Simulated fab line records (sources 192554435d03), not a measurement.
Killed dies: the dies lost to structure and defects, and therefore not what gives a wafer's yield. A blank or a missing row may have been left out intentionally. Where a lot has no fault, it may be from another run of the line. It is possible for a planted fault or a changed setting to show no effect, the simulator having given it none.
Problem report in the 8D (eight disciplines) form, filled by code :: flow n5Finfet :: the parts of the form that need people (team, actions taken, sign-off) are left out

1. THE ISSUE
At N5_BEOL_M11_VIA_ETCH_34, oesProductAu averages 1.11 a.u. over 2 wafers from 2 lots, while fault-free wafers read 0.78 a.u., standard deviation 0.071. That puts it +4.6 standard deviations away from the usual mean.
The step: etches SiCOH lowk in C4F6/O2, target depth 184.5 nm, time 69.2 s.
Seen first at day 13 07:04 on rieDiel-03, wafer L861.6. The record has a number at this step for 18 wafers belonging to 6 lots. Rule for "out", or "out of limits": more than 4 standard deviations from the usual mean. The rest of the wafers with a number are treated as sound.

2. WHAT THIS IS AND IS NOT
question: which readings at this step
is: oesProductAu
is not: C4F6_flow_sccm, oes_o_777_au, rfVppV, showerheadPlenumPTorr, throttleValvePct

question: which lots
is: L861, L865
is not: L853, L855, L870, L873

question: which wafers of those lots
is: L861.6, L865.3
is not: L861.1, L861.2, L865.1, L865.5

question: read on which tools
is: rieDiel-03
is not: rieDiel-05

question: when
is: from day 13 07:04
is not: up to then (8 sound wafers); but 8 sound wafers of L865, L870, L873 came after

3. WHAT RULES OUT EACH SUSPECT
Counting: any tool at a process step up to the reading remains a suspect provided it ran every lot that is out. Sound lots after the first of them don't rule it out here, since some wafers of a struck lot are sound.
- rieDiel-03 at N5_BEOL_M11_DESCUM_33 (chemistry O2, time 7.9 s): kept. Ran every lot that is out, first one L861 (day 13 06:52); last sound lot up to then L855 (day 11 10:49).
- rieDiel-03 at N5_BEOL_M11_ETCH_65 (etches SiARC in CF4, target depth 39 nm, time 65 s): kept. Ran every lot that is out, first one L861 (day 13 06:53); last sound lot up to then L855 (day 11 10:52).
- rieDiel-03 at N5_BEOL_M11_ETCH_66 (etches SOC in N2/H2, target depth 120 nm, overetch 24 nm, time 180 s): kept. Ran every lot that is out, first one L861 (day 13 06:56); last sound lot up to then L855 (day 11 10:55).
- rieDiel-03 at N5_BEOL_M11_VIA_ETCH_34 (etches SiCOH lowk in C4F6/O2, target depth 184.5 nm, time 69.2 s): kept. Ran every lot that is out, first one L861 (day 13 07:04); last sound lot up to then L855 (day 11 11:02). On those wafers its own readings are out: oesProductAu.
Left after counting: rieDiel-03 at N5_BEOL_M11_DESCUM_33, rieDiel-03 at N5_BEOL_M11_ETCH_65, rieDiel-03 at N5_BEOL_M11_ETCH_66, rieDiel-03 at N5_BEOL_M11_VIA_ETCH_34.

4. THE CAUSE (what the simulator had put in)
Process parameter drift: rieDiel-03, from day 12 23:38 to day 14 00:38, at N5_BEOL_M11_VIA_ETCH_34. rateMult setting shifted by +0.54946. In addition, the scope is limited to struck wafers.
Counting leaves 4 suspects; this tool is one of them.

5. THE EFFECT CHAIN, in route order
One row per reading whose mean, taken over the struck wafers that have a number, lies over 3 standard deviations from the usual. Scope: only readings with a usual standard deviation given in the record; hours: median across lots of the time from each lot's start at the first step in this table that gives one to its start at this step; sigmas: change in usual standard deviations.
hours: 0
step: N5_BEOL_M11_VIA_ETCH_34
reading: oesProductAu
usual: 0.78 a.u.
on struck wafers: 1.11
change: +0.33
sigmas: +4.6
The process steps in it:
- N5_BEOL_M11_VIA_ETCH_34: etches SiCOH lowk in C4F6/O2, target depth 184.5 nm, time 69.2 s.

6. WHAT WOULD HAVE CAUGHT IT SOONER
7 hours passed between the start of the fault at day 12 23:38 and the first reading out of limits in this record, taken at day 13 07:04.
